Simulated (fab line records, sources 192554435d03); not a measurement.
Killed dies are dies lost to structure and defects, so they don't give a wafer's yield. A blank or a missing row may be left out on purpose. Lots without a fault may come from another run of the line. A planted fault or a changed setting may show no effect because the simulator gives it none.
A sampling plan put to the test | flow n5_finfet | one fab line, 41 faults that these records tell of, each judged on the records of the lots that it struck; 1 more is left out, because the records don't allow judging it
The plan is the line's own looks: the steps of the route at which a gauge or an inspection reads the wafer and doesn't change it. A look can be judged if struck wafers have a number there and the file gives its usual mean and standard deviation on fault-free wafers. Caught: at a look after the fault's first step, the mean of the struck wafers lies 4 or more of those standard deviations (sigma) from the usual mean. On the tool: the same test on the tool's own readings at the fault's steps. Another recipe on the struck wafers, or a record that is blank for them alone, also counts as caught.

THE FAULTS, as the simulator had put them in
1. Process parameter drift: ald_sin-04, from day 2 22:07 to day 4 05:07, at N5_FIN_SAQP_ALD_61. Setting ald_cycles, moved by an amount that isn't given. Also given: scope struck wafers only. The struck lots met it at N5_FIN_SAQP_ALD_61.
2. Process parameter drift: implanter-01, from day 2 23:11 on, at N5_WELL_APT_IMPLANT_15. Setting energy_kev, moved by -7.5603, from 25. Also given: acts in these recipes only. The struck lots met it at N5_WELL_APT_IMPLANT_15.
3. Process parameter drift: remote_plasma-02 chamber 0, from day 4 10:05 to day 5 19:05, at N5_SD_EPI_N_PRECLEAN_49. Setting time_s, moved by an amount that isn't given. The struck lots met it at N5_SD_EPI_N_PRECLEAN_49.
4. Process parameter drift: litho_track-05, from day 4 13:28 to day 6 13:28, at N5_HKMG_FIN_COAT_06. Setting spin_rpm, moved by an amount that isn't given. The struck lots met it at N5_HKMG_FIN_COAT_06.
5. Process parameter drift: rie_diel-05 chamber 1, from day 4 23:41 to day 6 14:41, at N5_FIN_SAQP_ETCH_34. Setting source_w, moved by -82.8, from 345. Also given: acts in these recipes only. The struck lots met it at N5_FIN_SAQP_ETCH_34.
6. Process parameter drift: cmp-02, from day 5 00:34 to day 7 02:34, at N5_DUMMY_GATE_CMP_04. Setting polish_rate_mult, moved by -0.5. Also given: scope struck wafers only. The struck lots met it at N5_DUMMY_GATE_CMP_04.
7. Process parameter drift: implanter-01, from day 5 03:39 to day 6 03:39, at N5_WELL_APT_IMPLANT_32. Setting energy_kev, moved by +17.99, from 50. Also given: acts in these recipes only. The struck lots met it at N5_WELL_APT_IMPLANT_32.
8. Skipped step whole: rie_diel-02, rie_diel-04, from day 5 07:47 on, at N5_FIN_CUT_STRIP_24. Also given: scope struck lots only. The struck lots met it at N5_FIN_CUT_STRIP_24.
9. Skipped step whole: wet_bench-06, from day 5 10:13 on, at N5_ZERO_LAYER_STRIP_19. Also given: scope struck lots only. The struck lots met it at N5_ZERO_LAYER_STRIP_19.
10. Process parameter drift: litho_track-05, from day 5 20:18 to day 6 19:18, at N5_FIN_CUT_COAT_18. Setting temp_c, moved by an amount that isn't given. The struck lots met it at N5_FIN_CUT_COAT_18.
11. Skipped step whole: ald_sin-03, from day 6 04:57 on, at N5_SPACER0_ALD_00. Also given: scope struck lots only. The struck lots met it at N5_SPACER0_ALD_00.
12. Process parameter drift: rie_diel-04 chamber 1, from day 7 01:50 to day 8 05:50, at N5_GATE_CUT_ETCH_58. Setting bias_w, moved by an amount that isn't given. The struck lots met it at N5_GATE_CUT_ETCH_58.
13. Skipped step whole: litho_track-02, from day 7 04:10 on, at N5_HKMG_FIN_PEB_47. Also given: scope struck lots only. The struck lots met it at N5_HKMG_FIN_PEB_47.
14. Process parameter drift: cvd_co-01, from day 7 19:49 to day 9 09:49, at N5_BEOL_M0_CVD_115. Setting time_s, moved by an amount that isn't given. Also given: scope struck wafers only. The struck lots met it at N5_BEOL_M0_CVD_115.
15. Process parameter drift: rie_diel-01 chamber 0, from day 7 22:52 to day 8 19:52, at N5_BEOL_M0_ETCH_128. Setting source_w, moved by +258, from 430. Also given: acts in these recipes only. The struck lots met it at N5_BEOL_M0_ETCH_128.
16. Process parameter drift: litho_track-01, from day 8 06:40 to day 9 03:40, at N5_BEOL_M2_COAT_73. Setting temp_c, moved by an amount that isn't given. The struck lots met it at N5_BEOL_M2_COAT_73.
17. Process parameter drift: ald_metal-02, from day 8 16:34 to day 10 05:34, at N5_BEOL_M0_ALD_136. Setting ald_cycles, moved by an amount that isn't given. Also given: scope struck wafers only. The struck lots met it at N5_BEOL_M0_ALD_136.
18. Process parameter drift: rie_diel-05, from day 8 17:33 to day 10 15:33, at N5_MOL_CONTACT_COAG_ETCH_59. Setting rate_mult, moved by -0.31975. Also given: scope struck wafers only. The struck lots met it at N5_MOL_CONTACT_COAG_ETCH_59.
19. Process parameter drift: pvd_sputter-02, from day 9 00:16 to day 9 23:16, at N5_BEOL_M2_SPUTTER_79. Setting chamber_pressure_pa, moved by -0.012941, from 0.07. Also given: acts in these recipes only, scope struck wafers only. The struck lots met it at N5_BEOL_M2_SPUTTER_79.
20. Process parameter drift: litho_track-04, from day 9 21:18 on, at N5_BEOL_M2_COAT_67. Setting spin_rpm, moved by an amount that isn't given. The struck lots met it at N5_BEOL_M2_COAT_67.
21. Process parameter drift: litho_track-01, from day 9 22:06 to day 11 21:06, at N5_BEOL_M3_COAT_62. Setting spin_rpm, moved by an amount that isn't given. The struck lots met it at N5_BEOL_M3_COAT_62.
22. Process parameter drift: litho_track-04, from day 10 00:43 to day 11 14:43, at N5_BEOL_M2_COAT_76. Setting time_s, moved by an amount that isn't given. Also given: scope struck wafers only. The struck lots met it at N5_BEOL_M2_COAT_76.
23. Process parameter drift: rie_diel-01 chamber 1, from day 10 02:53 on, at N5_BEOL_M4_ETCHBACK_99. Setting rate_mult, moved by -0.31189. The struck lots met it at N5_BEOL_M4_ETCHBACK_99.
24. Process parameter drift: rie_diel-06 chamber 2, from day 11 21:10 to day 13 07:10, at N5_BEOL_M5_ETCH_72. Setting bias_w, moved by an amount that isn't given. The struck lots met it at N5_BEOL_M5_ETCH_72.
25. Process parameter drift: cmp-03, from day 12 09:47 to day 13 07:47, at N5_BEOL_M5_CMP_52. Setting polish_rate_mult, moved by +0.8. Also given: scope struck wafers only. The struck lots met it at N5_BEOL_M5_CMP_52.
26. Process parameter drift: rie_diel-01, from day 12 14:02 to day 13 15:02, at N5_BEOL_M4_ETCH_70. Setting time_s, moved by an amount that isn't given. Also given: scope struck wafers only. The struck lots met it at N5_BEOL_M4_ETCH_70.
27. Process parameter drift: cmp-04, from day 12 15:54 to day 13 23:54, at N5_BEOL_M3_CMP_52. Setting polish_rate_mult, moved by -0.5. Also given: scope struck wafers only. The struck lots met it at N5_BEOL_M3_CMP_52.
28. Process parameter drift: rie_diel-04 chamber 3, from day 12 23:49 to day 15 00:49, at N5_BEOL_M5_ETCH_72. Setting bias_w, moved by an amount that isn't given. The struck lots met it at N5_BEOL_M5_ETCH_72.
29. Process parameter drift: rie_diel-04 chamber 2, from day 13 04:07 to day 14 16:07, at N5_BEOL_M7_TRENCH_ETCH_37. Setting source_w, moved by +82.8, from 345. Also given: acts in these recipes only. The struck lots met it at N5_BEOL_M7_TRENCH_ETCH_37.
30. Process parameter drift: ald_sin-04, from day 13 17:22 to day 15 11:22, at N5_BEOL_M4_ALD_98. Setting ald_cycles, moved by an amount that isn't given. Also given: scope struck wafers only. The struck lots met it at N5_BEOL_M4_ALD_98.
31. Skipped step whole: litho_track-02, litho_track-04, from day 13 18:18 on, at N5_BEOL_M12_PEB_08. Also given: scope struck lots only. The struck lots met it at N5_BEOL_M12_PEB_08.
32. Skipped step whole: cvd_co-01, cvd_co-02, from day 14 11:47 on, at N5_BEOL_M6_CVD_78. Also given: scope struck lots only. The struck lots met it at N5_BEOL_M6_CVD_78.
33. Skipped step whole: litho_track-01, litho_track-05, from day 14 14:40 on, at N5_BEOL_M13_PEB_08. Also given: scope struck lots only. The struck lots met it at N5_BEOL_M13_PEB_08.
34. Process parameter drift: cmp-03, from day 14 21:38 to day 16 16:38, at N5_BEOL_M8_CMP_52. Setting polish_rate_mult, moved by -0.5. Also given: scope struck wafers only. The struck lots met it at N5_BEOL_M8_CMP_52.
35. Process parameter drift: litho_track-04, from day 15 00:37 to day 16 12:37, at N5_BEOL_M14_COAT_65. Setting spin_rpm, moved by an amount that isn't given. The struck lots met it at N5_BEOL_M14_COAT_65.
36. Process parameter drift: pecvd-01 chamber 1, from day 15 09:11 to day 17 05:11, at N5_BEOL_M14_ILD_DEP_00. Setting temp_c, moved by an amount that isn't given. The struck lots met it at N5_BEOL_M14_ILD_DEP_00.
37. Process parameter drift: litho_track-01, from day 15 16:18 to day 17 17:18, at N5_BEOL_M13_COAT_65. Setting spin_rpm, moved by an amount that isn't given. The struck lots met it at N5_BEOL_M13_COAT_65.
38. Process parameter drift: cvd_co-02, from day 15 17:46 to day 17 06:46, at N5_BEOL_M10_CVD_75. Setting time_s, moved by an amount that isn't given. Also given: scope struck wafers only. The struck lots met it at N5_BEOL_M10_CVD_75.
39. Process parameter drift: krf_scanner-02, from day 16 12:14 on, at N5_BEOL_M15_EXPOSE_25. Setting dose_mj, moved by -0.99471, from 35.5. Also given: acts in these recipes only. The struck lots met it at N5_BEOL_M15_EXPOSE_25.
40. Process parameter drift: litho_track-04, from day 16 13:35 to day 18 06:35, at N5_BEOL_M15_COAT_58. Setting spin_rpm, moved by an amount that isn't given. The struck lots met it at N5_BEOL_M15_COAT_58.
41. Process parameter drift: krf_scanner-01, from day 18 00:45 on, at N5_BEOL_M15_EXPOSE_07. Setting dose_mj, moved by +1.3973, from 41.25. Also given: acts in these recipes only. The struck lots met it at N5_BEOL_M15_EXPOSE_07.

WHAT THE PLAN SAW
fault | on the tool itself                               | first look that catches it                      | reading, sigma | median hours from its first step to that look | hours from the fault's start to the first struck lot there | judged looks passed uncaught
1     | under 2 sigma                                    | not the one look that can be judged after it    | -              | -                                             | -                                                          | 1
2     | beam_energy_keV -99 or beyond sigma              | no look after it can be judged                  | -              | -                                             | -                                                          | 0
3     | no reading that can be judged                    | no look after it can be judged                  | -              | -                                             | -                                                          | 0
4     | spin_speed_rpm -99 or beyond sigma               | not the one look that can be judged after it    | -              | -                                             | -                                                          | 1
5     | rf_fwd_power_W -74 sigma                         | no look after it can be judged                  | -              | -                                             | -                                                          | 0
6     | under 2 sigma                                    | N5_DUMMY_GATE_THK_MEAS_05                       | thk_nm +23     | 0.2                                           | 15                                                         | 0
7     | beam_energy_keV +99 or beyond sigma              | no look after it can be judged                  | -              | -                                             | -                                                          | 0
8     | the tool's record is blank for the struck wafers | no look after it can be judged                  | -              | -                                             | -                                                          | 0
9     | the tool's record is blank for the struck wafers | not the one look that can be judged after it    | -              | -                                             | -                                                          | 1
10    | plate_temp_C -99 or beyond sigma                 | no look after it can be judged                  | -              | -                                             | -                                                          | 0
11    | the tool's record is blank for the struck wafers | no look after it can be judged                  | -              | -                                             | -                                                          | 0
12    | bias_w +40 sigma                                 | no look after it can be judged                  | -              | -                                             | -                                                          | 0
13    | the tool's record is blank for the struck wafers | no look after it can be judged                  | -              | -                                             | -                                                          | 0
14    | run_length_s +99 or beyond sigma                 | not the one look that can be judged after it    | -              | -                                             | -                                                          | 1
15    | rf_fwd_power_W +99 or beyond sigma               | not the one look that can be judged after it    | -              | -                                             | -                                                          | 1
16    | plate_temp_C +49 sigma                           | not the one look that can be judged after it    | -              | -                                             | -                                                          | 1
17    | under 2 sigma                                    | not the one look that can be judged after it    | -              | -                                             | -                                                          | 1
18    | etch_rf_on_time_s +15 sigma                      | no look after it can be judged                  | -              | -                                             | -                                                          | 0
19    | chamber_pressure_pa -91 sigma                    | not the one look that can be judged after it    | -              | -                                             | -                                                          | 1
20    | spin_speed_rpm +99 or beyond sigma               | not the one look that can be judged after it    | -              | -                                             | -                                                          | 1
21    | spin_speed_rpm -99 or beyond sigma               | not the one look that can be judged after it    | -              | -                                             | -                                                          | 1
22    | run_length_s -48 sigma                           | not the one look that can be judged after it    | -              | -                                             | -                                                          | 1
23    | only faintly: oes_product_au -3.5 sigma          | not the one look that can be judged after it    | -              | -                                             | -                                                          | 1
24    | bias_w -61 sigma                                 | no look after it can be judged                  | -              | -                                             | -                                                          | 0
25    | barrier_field_endpoint_s -17 sigma               | no look after it can be judged                  | -              | -                                             | -                                                          | 0
26    | run_length_s -99 or beyond sigma                 | none of the 2 looks that can be judged after it | -              | -                                             | -                                                          | 2
27    | overpolish_run_s -99 or beyond sigma             | N5_BEOL_M3_THK_MEAS_53                          | M3_THK +81     | 0.3                                           | 14                                                         | 0
28    | bias_w -34 sigma                                 | no look after it can be judged                  | -              | -                                             | -                                                          | 0
29    | rf_fwd_power_W +40 sigma                         | no look after it can be judged                  | -              | -                                             | -                                                          | 0
30    | under 2 sigma                                    | not the one look that can be judged after it    | -              | -                                             | -                                                          | 1
31    | the tool's record is blank for the struck wafers | no look after it can be judged                  | -              | -                                             | -                                                          | 0
32    | the tool's record is blank for the struck wafers | no look after it can be judged                  | -              | -                                             | -                                                          | 0
33    | the tool's record is blank for the struck wafers | no look after it can be judged                  | -              | -                                             | -                                                          | 0
34    | overpolish_run_s -99 or beyond sigma             | N5_BEOL_M8_THK_MEAS_53                          | M8_THK +46     | 0.3                                           | 2                                                          | 0
35    | spin_speed_rpm +48 sigma                         | no look after it can be judged                  | -              | -                                             | -                                                          | 0
36    | susceptor_temp_C +14 sigma                       | not the one look that can be judged after it    | -              | -                                             | -                                                          | 1
37    | spin_speed_rpm -99 or beyond sigma               | no look after it can be judged                  | -              | -                                             | -                                                          | 0
38    | run_length_s -99 or beyond sigma                 | no look after it can be judged                  | -              | -                                             | -                                                          | 0
39    | exposure_dose_mJ_cm2 -24 sigma                   | no look after it can be judged                  | -              | -                                             | -                                                          | 0
40    | spin_speed_rpm -99 or beyond sigma               | no look after it can be judged                  | -              | -                                             | -                                                          | 0
41    | exposure_dose_mJ_cm2 +31 sigma                   | no look after it can be judged                  | -              | -                                             | -                                                          | 0
A dash: the fault isn't caught, or these records don't give the number.

Caught at a look: 3 of 41. Caught on the tool: 35 of 41. By one or the other: 36 of 41.
Caught on the tool alone: faults 2, 4, 5, 7, 8, 9, 10, 11, 12, 13, 14, 15, 16, 18, 19, 20, 21, 22, 24, 25, 26, 28, 29, 31, 32, 33, 35, 36, 37, 38, 39, 40, 41.
Caught at a look alone: fault 6.
Caught by neither: faults 1, 3, 17, 23, 30.

THINNER SAMPLING
If the look that catches a fault measured only every second or every third lot, by lot number, the first struck lot would be measured this late in the worst case:
fault | struck lots at that look, in order of time | every lot | every second lot | every third lot
6     | L522, L523                                 | 15 h      | 20 h             | may miss all 2
27    | L711, L712                                 | 14 h      | 16 h             | may miss all 2
34    | L566, L568                                 | 2 h       | may miss all 2   | may miss all 2
Hours are from the fault's start to the first struck lot that is measured. The limit of 4 sigma was tested on all struck wafers together, so one lot alone may lie under it. Other struck lots may not be in these records.

THE LONGEST TIMED WAY FROM STEP TO LOOK
Fault 27: a median of 0.3 hours passes between N5_BEOL_M3_CMP_52 and N5_BEOL_M3_THK_MEAS_53. No look between them can be judged.
